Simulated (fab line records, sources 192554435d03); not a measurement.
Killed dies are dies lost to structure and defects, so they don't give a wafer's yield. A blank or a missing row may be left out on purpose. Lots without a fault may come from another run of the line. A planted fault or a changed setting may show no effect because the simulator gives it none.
fab line records | flow n5_finfet
record lots=14 wafers=42 last_day=19
route steps=1938 shown ZERO_LAYER@9 WELL_APT@28
lots that met no fault: from a run of the same line without faults
start_h: hours from the record's first day to the start of the lot's first wafer shown | wait_h: hours since the lot's step before | " the same as in the row above | L1.1+2: a row that stands for several wafers | - no value, or no start given | * or withheld: withheld | < > ~ a bound
route shown NAME@n: a module of which the file shows steps, and the number in the route of the first | usual: mean/standard deviation of fault-free wafers | same: alike in all rows | chamber/n: place in a boat | sites: the reading at each site | _std_site: their standard deviation | _edge_site: outer sites' mean less inner sites' | radius_mm: how far each site lies from the wafer's centre | mask NAME#n: copy n | behind: the tool/chamber that last shaped the wafer | hold: why the lot was held/for how many hours/how that ended | device: the transistor (n, p or np) that didn't switch | end of line: the same wafers' tests at the end of the route | a step without rows: its recipe alone | killed: dies lost to structure and defects at the first sort, not the wafer's yield | map: a wafer's dies, x killed, . not, _ none there
set.NAME: the setting as run; set.NAME@STEP: as run at that earlier step | model.NAME: the simulator's own value behind a step, which no gauge read
steps of the route over a sample of lots; a table a step, a row a wafer
services: from which hour (start_h, from the record's first day; less than 0 if before it) a tool's chamber was out of use, for how many hours, and why
## steps
# step N5_ZERO_LAYER_EXPOSE_08
# recipe mask_id=ZERO na=0.55 source_shape=conventional sigma_outer=0.8 polarization=unpolarized defocus_nm=0 target_cd_nm=2000 dose_mj=16.2
# usual exposure_dose_mJ_cm2=16.192/0.02 focus_offset_nm=0.1/0.52
# columns lot.wafer tool chamber start_h wait_h mask exposure_dose_mJ_cm2 focus_offset_nm
L500.1 krf_scanner-01 0 12.47 - ZERO#0 16.196 -0.1
L500.4 " 0 " " ZERO#0 16.169 0.6
L500.6 " 0 " " ZERO#0 16.167 -0.4
L501.2 krf_scanner-01 0 18.47 - ZERO#0 16.234 -0.1
L501.4 " 0 " " ZERO#0 16.206 -0.4
L501.5 " 0 " " ZERO#0 16.177 -0.7
L503.1 krf_scanner-01 0 30.61 - ZERO#0 16.190 0.4
L503.2 " 0 " " ZERO#0 16.181 0.9
L503.4 " 0 " " ZERO#0 16.183 1.0
L506.2 krf_scanner-01 0 48.64 - ZERO#0 16.175 0.5
L506.3 " 0 " " ZERO#0 16.167 0.1
L506.4 " 0 " " ZERO#0 16.165 0.1
L510.1 krf_scanner-02 0 72.46 - ZERO#0 16.196 0.4
L510.3 " 0 " " ZERO#0 16.174 0.0
L510.5 " 0 " " ZERO#0 16.181 0.0
L511.2 krf_scanner-01 0 78.62 - ZERO#0 16.178 1.2
L511.4 " 0 " " ZERO#0 16.187 1.0
L511.6 " 0 " " ZERO#0 16.163 0.3
L513.1 krf_scanner-01 - 90.46 - ZERO#0 - -
L513.2 " - " " ZERO#0 - -
L513.5 " - " " ZERO#0 - -
L514.1 krf_scanner-01 - 96.46 - ZERO#0 - -
L514.4 " - " " ZERO#0 - -
L514.5 " - " " ZERO#0 - -
L515.1 krf_scanner-02 0 102.61 - ZERO#0 16.249 -0.5
L515.4 " 0 " " ZERO#0 16.263 -0.5
L515.6 " 0 " " ZERO#0 16.237 -0.1
L519.2 krf_scanner-01 0 126.60 - ZERO#0 16.180 -0.4
L519.4 " 0 " " ZERO#0 16.193 -0.4
L519.6 " 0 " " ZERO#0 16.173 0.3
L520.4 krf_scanner-01 0 132.70 - ZERO#0 16.208 0.0
L520.5 " 0 " " ZERO#0 16.197 1.2
L520.6 " 0 " " ZERO#0 16.213 0.2
L521.1 krf_scanner-01 0 138.46 - ZERO#0 16.180 0.4
L521.3 " 0 " " ZERO#0 16.180 0.1
L521.6 " 0 " " ZERO#0 16.169 0.5
L522.1 krf_scanner-02 0 144.62 - ZERO#0 16.194 0.1
L522.3 " 0 " " ZERO#0 16.206 1.3
L522.4 " 0 " " ZERO#0 16.170 0.1
L523.1 krf_scanner-02 0 150.48 - ZERO#0 16.192 -0.7
L523.3 " 0 " " ZERO#0 16.197 -0.6
L523.6 " 0 " " ZERO#0 16.190 0.2
# step N5_ZERO_LAYER_STRIP_24
# recipe chemistry=O2 power_w=1000 temp_c=250 overash_fraction=0.3 pressure_mtorr=1000 o2_flow_sccm=6750
# usual drypump_motor_current_A=5.75/0.14 heater_power_w=359/22 oes_product_au=0.646/0.0044 strip_time_to_endpoint_s=43.84/0.092 temp_c=249.98/0.18
# columns lot.wafer tool chamber start_h wait_h drypump_motor_current_A heater_power_w oes_product_au rf_hours_counter_h strip_time_to_endpoint_s temp_c
L500.1 plasma_asher-02 1 12.89 0.1 5.55 356 0.651 75 43.87 249.91
L500.4 " 1 " " 5.58 353 0.644 - 43.83 249.96
L500.6 " 1 " " 5.58 355 0.637 - 43.85 249.83
L501.2 plasma_asher-01 1 18.89 0.1 5.65 328 0.640 24 43.84 250.10
L501.4 " 0 " " 5.92 394 0.644 - 43.90 249.91
L501.5 " 1 " " 5.64 343 0.648 - 43.95 249.90
L503.1 plasma_asher-01 1 31.19 0.1 5.65 334 0.648 26 43.88 249.85
L503.2 " 0 " " 5.96 380 0.654 26 43.81 249.87
L503.4 " 0 " " 5.90 389 0.653 - 43.78 250.12
L506.2 plasma_asher-01 0 49.06 0.1 5.83 390 0.647 29 43.79 250.06
L506.3 " 1 " " 5.64 332 0.642 - 43.92 250.36
L506.4 " 0 " " 5.90 376 0.647 - 43.84 249.98
L510.1 plasma_asher-01 1 72.89 0.1 5.64 327 0.646 33 43.90 249.96
L510.3 " 0 " " 5.87 399 0.644 - 43.97 249.99
L510.5 " 0 " " 5.91 382 0.643 - 43.93 250.04
L511.2 plasma_asher-01 0 79.11 0.1 5.91 387 0.642 34 43.78 249.94
L511.4 " 1 " " 5.63 334 0.644 - 43.81 250.17
L511.6 " 1 " " 5.62 337 0.650 - 43.80 249.77
L513.1 plasma_asher-02 1 91.08 0.1 5.58 355 0.645 91 43.90 250.08
L513.2 " 0 " " 5.80 358 0.648 91 43.83 250.20
L513.5 " 0 " " 5.82 356 0.645 - 43.80 249.87
L514.1 plasma_asher-02 0 96.89 0.1 5.83 356 0.643 92 43.80 250.07
L514.4 " 0 " " 5.82 364 0.642 - 43.76 250.22
L514.5 " 0 " " 5.83 366 0.633 - 43.70 250.30
L515.1 plasma_asher-02 0 103.04 0.1 5.81 358 0.649 93 43.83 249.81
L515.4 " 0 " " 5.79 356 0.649 - 43.85 249.91
L515.6 " 1 " " 5.58 358 0.647 - 44.00 250.08
L519.2 plasma_asher-01 0 127.22 0.1 5.91 390 0.650 43 43.74 250.18
L519.4 " 1 " " 5.64 337 0.646 - 43.61 249.92
L519.6 " 0 " " 5.95 385 0.647 - 43.77 250.10
L520.4 plasma_asher-02 1 133.13 0.1 5.59 358 0.648 - 43.84 250.02
L520.5 " 1 " " 5.56 350 0.647 - 43.83 249.96
L520.6 " 0 " " 5.85 350 0.644 - 43.94 249.65
L521.1 plasma_asher-02 1 138.89 0.1 5.57 351 0.653 100 44.02 250.13
L521.3 " 0 " " 5.92 363 0.640 - 43.93 250.00
L521.6 " 0 " " 5.91 354 0.646 - 43.86 250.00
L522.1 plasma_asher-01 1 145.04 0.1 5.63 333 0.653 48 43.98 249.81
L522.3 " 1 " " 5.64 332 0.644 - 43.95 249.69
L522.4 " 0 " " 5.91 381 0.647 - 43.97 250.13
L523.1 plasma_asher-01 1 150.91 0.1 5.64 332 0.647 50 43.86 250.01
L523.3 " 1 " " 5.63 335 0.646 - 43.89 249.84
L523.6 " 0 " " 5.97 384 0.644 - 43.87 249.66
# step N5_WELL_APT_CD_MEAS_08
# recipe target_cd_nm=200 landing_energy_ev=500 detector=se_inlens
# usual cd_nm=199.5/1.6
# columns lot.wafer tool chamber start_h wait_h cd_nm
L500.1 cd_sem-03 0 13.57 - 199.0
L500.4 " 0 " " 203.0
L500.6 " 0 " " 199.6
L501.2 cd_sem-01 0 19.56 - 198.9
L501.4 " 0 " " 198.8
L501.5 " 0 " " 196.1
L503.1 cd_sem-03 0 32.01 - 198.5
L503.2 " 0 " " 199.6
L503.4 " 0 " " 197.0
L506.2 cd_sem-01 0 49.85 - 198.4
L506.3 " 0 " " 197.2
L506.4 " 0 " " 197.0
L510.1 cd_sem-01 0 73.70 - 199.0
L510.3 " 0 " " 199.7
L510.5 " 0 " " 201.4
L511.2 cd_sem-01 0 79.95 - 200.8
L511.4 " 0 " " 201.3
L511.6 " 0 " " 200.5
L515.1 cd_sem-03 0 103.85 - 198.0
L515.4 " 0 " " 200.5
L515.6 " 0 " " 199.0
L519.2 cd_sem-02 0 128.02 - 201.8
L519.4 " 0 " " 199.8
L519.6 " 0 " " 202.4
L520.4 cd_sem-01 0 133.78 - 202.0
L520.5 " 0 " " 200.6
L520.6 " 0 " " 200.2
L521.1 cd_sem-03 0 139.98 - 200.5
L521.3 " 0 " " 199.7
L521.6 " 0 " " 199.7
L522.1 cd_sem-01 0 145.71 - 196.1
L522.3 " 0 " " 196.9
L522.4 " 0 " " 198.6
L523.1 cd_sem-01 0 151.59 - 197.7
L523.3 " 0 " " 200.0
L523.6 " 0 " " 198.5
# step N5_WELL_APT_DESCUM_30
# recipe chemistry=O2 time_s=7.9 source_power_w=50 bias_power_w=20 pressure_mtorr=20 rf_frequency_hz=2.712e+07 temp_c=40 o2_flow_sccm=225
# usual drypump_motor_current_A=5.6/0.31 oes_product_au=0.80/0.075 rf_vpp_V=243.8/1.1 showerhead_plenum_p_Torr=2.13/0.061 temp_c=40.00/0.11 throttle_valve_pct=20.5/0.34
# columns lot.wafer tool chamber start_h wait_h drypump_motor_current_A oes_product_au rf_hours_counter_h rf_vpp_V showerhead_plenum_p_Torr temp_c throttle_valve_pct
L500.1 rie_diel-06 1 14.78 0.0 5.6 0.74 170 244.1 2.16 39.98 20.7
L500.4 " 2 " " 5.5 0.89 31 244.7 2.11 40.07 20.3
L500.6 " 0 " " 5.9 0.93 - 242.8 2.03 39.84 19.9
L501.2 rie_diel-06 1 20.77 0.0 5.6 0.74 172 244.7 2.16 40.08 20.7
L501.4 " 0 " " 5.9 0.93 18 242.4 2.02 39.99 19.9
L501.5 " 1 " " 5.6 0.75 - 242.9 2.16 40.07 20.7
L503.1 rie_diel-01 0 34.11 0.8 5.7 0.96 8 246.0 2.24 39.94 20.0
L503.2 " 2 " " 5.7 0.73 183 245.2 2.19 39.83 20.9
L503.4 " 2 " " 5.7 0.72 - 244.0 2.19 39.93 20.9
L506.2 rie_diel-06 2 52.17 0.4 5.5 0.88 45 244.0 2.11 39.94 20.3
L506.3 " 3 " " 5.1 0.75 137 243.3 2.20 39.87 20.9
L506.4 " 1 " " 5.6 0.74 184 243.9 2.15 39.98 20.7
L510.1 rie_diel-06 0 75.29 0.0 5.9 0.88 38 243.0 2.02 40.02 20.0
L510.3 " 2 " " 5.5 0.87 51 243.5 2.11 40.06 20.3
L510.5 " 1 " " 5.6 0.73 - 244.0 2.15 39.87 20.7
L511.2 rie_diel-06 3 81.50 0.1 5.1 0.73 147 244.2 2.20 40.13 20.9
L511.4 " 1 " " 5.6 0.73 194 245.0 2.15 39.94 20.7
L511.6 " 1 " " 5.6 0.73 - 245.0 2.15 39.88 20.7
L515.1 rie_diel-06 0 105.55 0.0 5.9 0.85 50 243.0 2.01 40.10 20.0
L515.4 " 2 " " 5.5 0.83 61 244.5 2.10 40.09 20.3
L515.6 " 1 " " 5.6 0.72 - 244.0 2.15 39.91 20.7
L519.2 rie_diel-06 1 129.22 0.0 5.6 0.71 211 245.0 2.14 40.15 20.8
L519.4 " 3 " " 5.1 0.73 161 244.4 2.19 40.15 20.9
L519.6 " 3 " " 5.1 0.72 - 244.1 2.19 39.92 20.9
L520.4 rie_diel-03 3 135.25 0.1 5.1 0.74 147 242.6 2.11 40.03 20.5
L520.5 " 1 " " 5.8 0.80 - 243.8 2.14 39.94 20.5
L520.6 " 2 " " 6.3 0.73 - 243.6 2.11 39.92 20.6
L521.1 rie_diel-06 3 141.23 0.0 5.1 0.72 166 245.3 2.19 39.93 20.9
L521.3 " 2 " " 5.5 0.83 70 243.8 2.10 40.08 20.3
L521.6 " 2 " " 5.5 0.83 - 242.7 2.10 40.07 20.3
L522.1 rie_diel-06 0 147.12 0.1 5.9 0.83 64 241.4 2.01 39.95 20.0
L522.3 " 1 " " 5.6 0.71 217 243.8 2.14 39.98 20.8
L522.4 " 0 " " 5.9 0.84 - 242.2 2.01 40.08 20.0
L523.1 rie_diel-01 1 153.02 0.1 5.5 0.77 167 242.9 2.17 39.98 20.5
L523.3 " 0 " " 5.7 0.87 49 245.2 2.22 39.83 20.1
L523.6 " 3 " " 5.5 0.91 - 240.8 2.04 39.83 20.0
## services
# columns tool chamber start_h hours kind
rie_diel-01 0 -6.61 - clean
rie_diel-01 0 -6.61 - consumable_replace:focus_ring
rie_diel-03 - -2.61 0.3 repair
rie_diel-06 - 10.35 1.0 repair
krf_scanner-01 - 12.80 0.4 repair
krf_scanner-02 - 15.87 1.5 repair
krf_scanner-01 0 17.98 - calibration
rie_diel-01 1 18.87 14.0 repair
krf_scanner-01 - 23.94 1.3 pm
rie_diel-03 - 32.33 1.6 repair
krf_scanner-02 0 41.57 - calibration
plasma_asher-01 - 42.82 2.1 repair
krf_scanner-01 - 46.60 1.0 pm
krf_scanner-01 - 66.48 0.8 pm
krf_scanner-02 - 77.86 1.0 pm
rie_diel-01 2 87.98 4.9 repair
krf_scanner-02 - 90.78 1.3 pm
rie_diel-01 3 105.08 9.1 repair
rie_diel-01 0 113.19 5.2 repair
rie_diel-06 2 113.32 8.0 repair
plasma_asher-02 - 120.05 2.5 pm
krf_scanner-02 - 120.93 0.8 pm
rie_diel-06 2 144.85 12.2 repair
plasma_asher-02 - 146.20 4.0 pm
## key
first_sign step=N5_ZERO_LAYER_EXPOSE_08 reading=tool_record direction=missing
effect none on later readings
met_at N5_ZERO_LAYER_EXPOSE_08
struck_lots L513,L514
later_rows_left_out L513.1,L513.2,L513.5,L514.1,L514.4,L514.5
sort_left_out L513.1,L513.2,L513.5,L514.1,L514.4,L514.5
not_acting_at N5_ZERO_LAYER_STRIP_24,N5_WELL_APT_CD_MEAS_08,N5_WELL_APT_DESCUM_30
onset_between 78.62 90.46
fault kind=skipped_step_whole tool=krf_scanner-01 chamber=- onset_h=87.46 steps=N5_ZERO_LAYER_EXPOSE_08 scope=struck_lots_only
# sort_left_out: the simulated sort isn't trusted on such a fault, so these wafers' sort isn't shown, and their yield isn't known
# later_rows_left_out: the simulator's readings of these wafers behind a module that went badly wrong aren't trusted and aren't shown, but for the sort
